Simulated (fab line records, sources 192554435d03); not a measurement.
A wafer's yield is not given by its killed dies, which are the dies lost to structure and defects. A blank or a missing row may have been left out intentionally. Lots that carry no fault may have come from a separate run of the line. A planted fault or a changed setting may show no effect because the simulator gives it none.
Which of the tools did it? || flow n5Finfet || 9 lots with 27 wafers sampled at 5 steps, on a route of 1938 steps

== WHAT THE GAUGES SHOWED, per wafer ==
N5_STI_FIN_REVEAL_THK_MEAS_05. Usual: thkNm 132.2 nm, standard deviation 1.1.
{"lot": "L439", "measured": "day 3 16:22", "on": "filmMetro-02", "thkNm (nm)": "130.2 131.8 133.0", "flag": ""}
{"lot": "L442", "measured": "day 4 05:05", "on": "filmMetro-01", "thkNm (nm)": "131.5 133.1 134.2", "flag": ""}
{"lot": "L443", "measured": "day 4 10:49", "on": "filmMetro-02", "thkNm (nm)": "133.0 133.3 131.8", "flag": ""}
{"lot": "L444", "measured": "day 4 16:43", "on": "filmMetro-02", "thkNm (nm)": "131.1 130.2 131.6", "flag": ""}
{"lot": "L445", "measured": "day 4 21:48", "on": "filmMetro-02", "thkNm (nm)": "132.1 131.1 132.0", "flag": ""}
{"lot": "L446", "measured": "day 5 07:05", "on": "filmMetro-02", "thkNm (nm)": "133.4 132.4 133.7", "flag": ""}
{"lot": "L447", "measured": "day 5 11:22", "on": "filmMetro-01", "thkNm (nm)": "131.4 132.1 132.0", "flag": ""}
{"lot": "L449", "measured": "day 5 22:03", "on": "filmMetro-02", "thkNm (nm)": "132.3 133.0 132.2", "flag": ""}
{"lot": "L456", "measured": "day 7 16:10", "on": "filmMetro-01", "thkNm (nm)": "133.5 133.2 133.3", "flag": ""}

N5_BEOL_M4_RC_MEAS_101. Usual: DIBL_N 35.9 mV/V, standard deviation 1.4; DIBL_P 35.9 mV/V, standard deviation 1.7; IOFF_N 0.160 nA/um, standard deviation 0.026; IOFF_P 0.21 nA/um, standard deviation 0.036; ION_N 672 uA/um, standard deviation 11; ION_P 461 uA/um, standard deviation 8.1; SS_N 71.4 mV/dec, standard deviation 0.54; SS_P 73.2 mV/dec, standard deviation 0.67; VT_N 249.3 mV, standard deviation 2.7; VT_P -250 mV, standard deviation 3.9.
{"lot": "L439", "measured": "day 9 12:25", "on": "prober-02", "DIBL_N (mV/V)": "37.0 35.1 34.3", "DIBL_P (mV/V)": "38.7 36.5 35.6", "IOFF_N (nA/um)": "0.187 0.160 0.139", "IOFF_P (nA/um)": "0.24 0.20 0.18", "ION_N (uA/um)": "680 680 673", "ION_P (uA/um)": "455 468 459", "SS_N (mV/dec)": "72.2 71.6 71.5", "SS_P (mV/dec)": "74.2 73.1 73.1", "VT_N (mV)": "246.1 248.8 249.6", "VT_P (mV)": "-249 -253 -255", "flag": ""}
{"lot": "L442", "measured": "day 9 16:41", "on": "prober-01", "DIBL_N (mV/V)": "36.4 36.4 35.4", "DIBL_P (mV/V)": "34.8 35.9 34.2", "IOFF_N (nA/um)": "0.153 0.160 0.147", "IOFF_P (nA/um)": "0.20 0.23 0.20", "ION_N (uA/um)": "671 677 670", "ION_P (uA/um)": "464 474 465", "SS_N (mV/dec)": "71.4 71.3 70.6", "SS_P (mV/dec)": "73.4 73.2 72.6", "VT_N (mV)": "250.6 248.7 249.6", "VT_P (mV)": "-250 -247 -246", "flag": ""}
{"lot": "L443", "measured": "day 10 06:41", "on": "prober-02", "DIBL_N (mV/V)": "36.4 34.8 36.5", "DIBL_P (mV/V)": "37.4 35.2 36.9", "IOFF_N (nA/um)": "0.167 0.132 0.172", "IOFF_P (nA/um)": "0.19 0.16 0.20", "ION_N (uA/um)": "688 673 679", "ION_P (uA/um)": "457 456 463", "SS_N (mV/dec)": "70.5 71.3 70.6", "SS_P (mV/dec)": "74.0 73.0 73.3", "VT_N (mV)": "249.1 249.8 248.2", "VT_P (mV)": "-254 -256 -251", "flag": ""}
{"lot": "L444", "measured": "day 10 05:20", "on": "prober-02", "DIBL_N (mV/V)": "35.6 35.7 36.2", "DIBL_P (mV/V)": "34.3 35.1 34.6", "IOFF_N (nA/um)": "0.140 0.142 0.146", "IOFF_P (nA/um)": "0.19 0.19 0.19", "ION_N (uA/um)": "666 663 670", "ION_P (uA/um)": "456 457 462", "SS_N (mV/dec)": "71.3 70.9 71.1", "SS_P (mV/dec)": "72.4 72.9 72.4", "VT_N (mV)": "253.3 251.2 250.4", "VT_P (mV)": "-252 -250 -250", "flag": ""}
{"lot": "L445", "measured": "day 10 14:10", "on": "prober-02", "DIBL_N (mV/V)": "35.7 34.4 33.6", "DIBL_P (mV/V)": "35.9 34.8 33.0", "IOFF_N (nA/um)": "0.157 0.137 0.122", "IOFF_P (nA/um)": "0.21 0.20 0.17", "ION_N (uA/um)": "667 666 648", "ION_P (uA/um)": "456 463 452", "SS_N (mV/dec)": "71.3 70.3 71.2", "SS_P (mV/dec)": "73.0 73.0 71.8", "VT_N (mV)": "250.1 248.8 253.3", "VT_P (mV)": "-247 -248 -251", "flag": ""}
{"lot": "L446", "measured": "day 10 16:13", "on": "prober-01", "DIBL_N (mV/V)": "35.7 32.5 36.7", "DIBL_P (mV/V)": "36.3 31.9 37.0", "IOFF_N (nA/um)": "0.153 0.104 0.161", "IOFF_P (nA/um)": "0.19 0.14 0.20", "ION_N (uA/um)": "676 658 663", "ION_P (uA/um)": "455 448 452", "SS_N (mV/dec)": "70.7 70.6 71.4", "SS_P (mV/dec)": "74.0 72.7 74.8", "VT_N (mV)": "248.6 258.3 250.6", "VT_P (mV)": "-255 -257 -255", "flag": ""}
{"lot": "L447", "measured": "day 11 10:02", "on": "prober-02", "DIBL_N (mV/V)": "38.3 35.8 36.1", "DIBL_P (mV/V)": "39.4 36.3 36.8", "IOFF_N (nA/um)": "0.204 0.158 0.169", "IOFF_P (nA/um)": "0.25 0.20 0.21", "ION_N (uA/um)": "676 686 687", "ION_P (uA/um)": "464 466 463", "SS_N (mV/dec)": "72.0 71.6 71.7", "SS_P (mV/dec)": "73.9 72.9 72.5", "VT_N (mV)": "243.8 248.7 245.5", "VT_P (mV)": "-250 -250 -251", "flag": ""}
{"lot": "L449", "measured": "day 11 14:25", "on": "prober-01", "DIBL_N (mV/V)": "35.7 35.4 36.0", "DIBL_P (mV/V)": "36.0 35.7 36.0", "IOFF_N (nA/um)": "0.171 0.163 0.169", "IOFF_P (nA/um)": "0.24 0.23 0.24", "ION_N (uA/um)": "692 673 684", "ION_P (uA/um)": "476 466 470", "SS_N (mV/dec)": "71.6 71.1 72.0", "SS_P (mV/dec)": "72.6 72.9 72.7", "VT_N (mV)": "245.1 247.9 247.9", "VT_P (mV)": "-247 -244 -246", "flag": ""}
{"lot": "L456", "measured": "day 13 03:45", "on": "prober-02", "DIBL_N (mV/V)": "40.2 35.4 37.4", "DIBL_P (mV/V)": "39.1 34.9 37.0", "IOFF_N (nA/um)": "0.228 0.132 0.165", "IOFF_P (nA/um)": "0.27 0.19 0.22", "ION_N (uA/um)": "677 672 682", "ION_P (uA/um)": "468 462 465", "SS_N (mV/dec)": "72.5 70.7 71.2", "SS_P (mV/dec)": "74.4 72.5 73.3", "VT_N (mV)": "246.0 252.0 247.7", "VT_P (mV)": "-248 -254 -249", "flag": ""}

== WHICH TOOL RAN EACH LOT (tool, then ch and the chambers of the sampled wafers, then the start) ==
{"lot": "L439", "N5_FIN_CUT_CUT_ETCH_15": "rieSi-05 ch 1,2, day 3 08:58", "N5_FIN_CUT_STRIP_22": "rieDiel-04 ch 1,2, day 3 09:09", "N5_STI_FIN_REVEAL_ALD_00": "aldSin-02 ch 1,3, day 3 10:07"}
{"lot": "L442", "N5_FIN_CUT_CUT_ETCH_15": "rieSi-02 ch 0,3, day 3 23:23", "N5_FIN_CUT_STRIP_22": "rieDiel-04 ch 0,1, day 3 23:31", "N5_STI_FIN_REVEAL_ALD_00": "aldSin-03 ch 1,2, day 3 23:43"}
{"lot": "L443", "N5_FIN_CUT_CUT_ETCH_15": "rieSi-03 ch 0,1,3, day 4 04:36", "N5_FIN_CUT_STRIP_22": "rieDiel-03 ch 2,3, day 4 04:46", "N5_STI_FIN_REVEAL_ALD_00": "aldSin-02 ch 0,2,3, day 4 05:26"}
{"lot": "L444", "N5_FIN_CUT_CUT_ETCH_15": "rieSi-02 ch 1,2, day 4 11:01", "N5_FIN_CUT_STRIP_22": "rieDiel-04 ch 0,1,2, day 4 11:08", "N5_STI_FIN_REVEAL_ALD_00": "aldSin-02 ch 1,2, day 4 11:20"}
{"lot": "L445", "N5_FIN_CUT_CUT_ETCH_15": "rieSi-05 ch 1,2, day 4 16:05", "N5_FIN_CUT_STRIP_22": "rieDiel-03 ch 1,2, day 4 16:13", "N5_STI_FIN_REVEAL_ALD_00": "aldSin-03 ch 0,1,2, day 4 16:25"}
{"lot": "L446", "N5_FIN_CUT_CUT_ETCH_15": "rieSi-05 ch 0,2,3, day 4 23:39", "N5_FIN_CUT_STRIP_22": "rieDiel-04 ch 0,1,3, day 4 23:46", "N5_STI_FIN_REVEAL_ALD_00": "aldSin-03 ch 0,1,3, day 5 01:41"}
{"lot": "L447", "N5_FIN_CUT_CUT_ETCH_15": "rieSi-05 ch 0,2,3, day 5 05:40", "N5_FIN_CUT_STRIP_22": "rieDiel-02 ch 0,3, day 5 05:47", "N5_STI_FIN_REVEAL_ALD_00": "aldSin-03 ch 0,3, day 5 05:59"}
{"lot": "L449", "N5_FIN_CUT_CUT_ETCH_15": "rieSi-02 ch 0,1, day 5 16:12", "N5_FIN_CUT_STRIP_22": "rieDiel-03 ch 0,2,3, day 5 16:19", "N5_STI_FIN_REVEAL_ALD_00": "aldSin-02 ch 0,1,3, day 5 16:39"}
{"lot": "L456", "N5_FIN_CUT_CUT_ETCH_15": "rieSi-02 ch 0,1, day 7 10:27", "N5_FIN_CUT_STRIP_22": "rieDiel-02 ch 0,1,3, day 7 10:34", "N5_STI_FIN_REVEAL_ALD_00": "aldSin-04 ch 2,3, day 7 10:46"}
- N5_FIN_CUT_CUT_ETCH_15: etches Si in HBr/Cl2/O2, target depth 100 nm, bt time 10 s, time 42.4 s.
- N5_FIN_CUT_STRIP_22: strips in N2/H2.
- N5_STI_FIN_REVEAL_ALD_00: deposits SiO2, target thk 1 nm, pulse time 1 s.

== AS READ BY THE TOOLS THEMSELVES (means over the sampled wafers that have a number; for cases with no such wafer, the mark the record gives instead) ==
N5_FIN_CUT_CUT_ETCH_15. Usual: drypumpMotorCurrentA 6.0 A, standard deviation 0.44; oesProductAu 0.995 a.u., standard deviation 0.016; throttleValvePct 37.2 %, standard deviation 0.33.
{"lot": "L439", "tool": "rieSi-05", "drypumpMotorCurrentA (A)": 5.9, "oesProductAu (a.u.)": 0.985, "throttleValvePct (%)": 37.1, "flag": ""}
{"lot": "L442", "tool": "rieSi-02", "drypumpMotorCurrentA (A)": 6.5, "oesProductAu (a.u.)": 1.003, "throttleValvePct (%)": 37.0, "flag": ""}
{"lot": "L443", "tool": "rieSi-03", "drypumpMotorCurrentA (A)": 5.7, "oesProductAu (a.u.)": 0.989, "throttleValvePct (%)": 37.5, "flag": ""}
{"lot": "L444", "tool": "rieSi-02", "drypumpMotorCurrentA (A)": 6.1, "oesProductAu (a.u.)": 1.001, "throttleValvePct (%)": 37.1, "flag": ""}
{"lot": "L445", "tool": "rieSi-05", "drypumpMotorCurrentA (A)": 6.0, "oesProductAu (a.u.)": 0.981, "throttleValvePct (%)": 37.1, "flag": ""}
{"lot": "L446", "tool": "rieSi-05", "drypumpMotorCurrentA (A)": 6.0, "oesProductAu (a.u.)": 0.994, "throttleValvePct (%)": 37.1, "flag": ""}
{"lot": "L447", "tool": "rieSi-05", "drypumpMotorCurrentA (A)": 6.1, "oesProductAu (a.u.)": 0.996, "throttleValvePct (%)": 37.1, "flag": ""}
{"lot": "L449", "tool": "rieSi-02", "drypumpMotorCurrentA (A)": 6.3, "oesProductAu (a.u.)": 0.998, "throttleValvePct (%)": 37.1, "flag": ""}
{"lot": "L456", "tool": "rieSi-02", "drypumpMotorCurrentA (A)": 6.3, "oesProductAu (a.u.)": 0.984, "throttleValvePct (%)": 37.1, "flag": ""}

N5_FIN_CUT_STRIP_22. Usual: for drypumpMotorCurrentA, 5.8 A with a standard deviation of 0.42; for h2FlowSccm, 300.0 sccm with a standard deviation of 0.86; for n2FlowSccm, 300.1 sccm with a standard deviation of 0.86; for oesProductAu, 0.79 a.u. with a standard deviation of 0.076; for rfVppV, 54.4 V with a standard deviation of 2.2; for showerheadPlenumPTorr, 3.41 Torr with a standard deviation of 0.11; for throttleValvePct, 18.80 % with a standard deviation of 0.21.
{"lot": "L439", "tool": "rieDiel-04", "drypumpMotorCurrentA (A)": 6.1, "h2FlowSccm (sccm)": 299.5, "n2FlowSccm (sccm)": 299.7, "oesProductAu (a.u.)": 0.77, "rfVppV (V)": 54.9, "showerheadPlenumPTorr (Torr)": 3.50, "throttleValvePct (%)": 18.60, "flag": ""}
{"lot": "L442", "tool": "rieDiel-04", "drypumpMotorCurrentA (A)": 5.9, "h2FlowSccm (sccm)": 299.3, "n2FlowSccm (sccm)": 300.6, "oesProductAu (a.u.)": 0.75, "rfVppV (V)": 54.0, "showerheadPlenumPTorr (Torr)": 3.39, "throttleValvePct (%)": 18.70, "flag": ""}
{"lot": "L443", "tool": "rieDiel-03", "drypumpMotorCurrentA (A)": 5.2, "h2FlowSccm (sccm)": 299.8, "n2FlowSccm (sccm)": 300.4, "oesProductAu (a.u.)": 0.86, "rfVppV (V)": 54.5, "showerheadPlenumPTorr (Torr)": 3.44, "throttleValvePct (%)": 18.63, "flag": ""}
{"lot": "L444", "tool": "rieDiel-04", "drypumpMotorCurrentA (A)": 5.9, "h2FlowSccm (sccm)": 299.8, "n2FlowSccm (sccm)": 299.7, "oesProductAu (a.u.)": 0.74, "rfVppV (V)": 55.3, "showerheadPlenumPTorr (Torr)": 3.44, "throttleValvePct (%)": 18.76, "flag": ""}
{"lot": "L445", "tool": "rieDiel-03", "drypumpMotorCurrentA (A)": 5.3, "h2FlowSccm (sccm)": 299.1, "n2FlowSccm (sccm)": 299.7, "oesProductAu (a.u.)": 0.80, "rfVppV (V)": 53.4, "showerheadPlenumPTorr (Torr)": 3.33, "throttleValvePct (%)": 18.73, "flag": ""}
{"lot": "L446", "tool": "rieDiel-04", "drypumpMotorCurrentA (A)": 5.9, "h2FlowSccm (sccm)": 299.9, "n2FlowSccm (sccm)": 300.2, "oesProductAu (a.u.)": 0.72, "rfVppV (V)": 54.2, "showerheadPlenumPTorr (Torr)": 3.43, "throttleValvePct (%)": 18.72, "flag": ""}
{"lot": "L447", "tool": "rieDiel-02", "drypumpMotorCurrentA (A)": 6.1, "h2FlowSccm (sccm)": 300.7, "n2FlowSccm (sccm)": 300.5, "oesProductAu (a.u.)": 0.89, "rfVppV (V)": 54.4, "showerheadPlenumPTorr (Torr)": 3.51, "throttleValvePct (%)": 18.86, "flag": ""}
{"lot": "L449", "tool": "rieDiel-03", "drypumpMotorCurrentA (A)": 5.5, "h2FlowSccm (sccm)": 299.8, "n2FlowSccm (sccm)": 300.4, "oesProductAu (a.u.)": 0.84, "rfVppV (V)": 52.7, "showerheadPlenumPTorr (Torr)": 3.44, "throttleValvePct (%)": 18.73, "flag": ""}
{"lot": "L456", "tool": "rieDiel-02", "drypumpMotorCurrentA (A)": 5.7, "h2FlowSccm (sccm)": 299.5, "n2FlowSccm (sccm)": 299.6, "oesProductAu (a.u.)": 0.83, "rfVppV (V)": 53.9, "showerheadPlenumPTorr (Torr)": 3.44, "throttleValvePct (%)": 18.85, "flag": ""}

N5_STI_FIN_REVEAL_ALD_00. Usual: heaterPowerW 462 W, standard deviation 49; precursorPulseHeightRel 1.000, standard deviation 0.021.
{"lot": "L439", "tool": "aldSin-02", "heaterPowerW (W)": 416, "precursorPulseHeightRel": 1.002, "flag": ""}
{"lot": "L442", "tool": "aldSin-03", "heaterPowerW (W)": 417, "precursorPulseHeightRel": 1.012, "flag": ""}
{"lot": "L443", "tool": "aldSin-02", "heaterPowerW (W)": 450, "precursorPulseHeightRel": 1.003, "flag": ""}
{"lot": "L444", "tool": "aldSin-02", "heaterPowerW (W)": 438, "precursorPulseHeightRel": 0.998, "flag": ""}
{"lot": "L445", "tool": "aldSin-03", "heaterPowerW (W)": 448, "precursorPulseHeightRel": 0.980, "flag": ""}
{"lot": "L446", "tool": "aldSin-03", "heaterPowerW (W)": 461, "precursorPulseHeightRel": 0.988, "flag": ""}
{"lot": "L447", "tool": "aldSin-03", "heaterPowerW (W)": 499, "precursorPulseHeightRel": 0.993, "flag": ""}
{"lot": "L449", "tool": "aldSin-02", "heaterPowerW (W)": 415, "precursorPulseHeightRel": 0.995, "flag": ""}
{"lot": "L456", "tool": "aldSin-04", "heaterPowerW (W)": 567, "precursorPulseHeightRel": 1.002, "flag": ""}

== THE ANSWER, worked out from the rows above alone ==
Rule: lot off if the mean of its wafers having a number is beyond 3 standard deviations from the usual mean. Also off: a lot with no number at a reading for which 4 or more lots have one. Any other lot the step has rows for is counted as sound. The gauges are gone through in route order, then the tools' own readings, and for those a lot's mean is taken as printed above. At the first step where some lot is off, the reading lying furthest off is the one used; lots without a number count as furthest.
None of the lots is off at any reading shown; this tells nothing.

== WHAT WAS PUT IN BY THE SIMULATOR ==
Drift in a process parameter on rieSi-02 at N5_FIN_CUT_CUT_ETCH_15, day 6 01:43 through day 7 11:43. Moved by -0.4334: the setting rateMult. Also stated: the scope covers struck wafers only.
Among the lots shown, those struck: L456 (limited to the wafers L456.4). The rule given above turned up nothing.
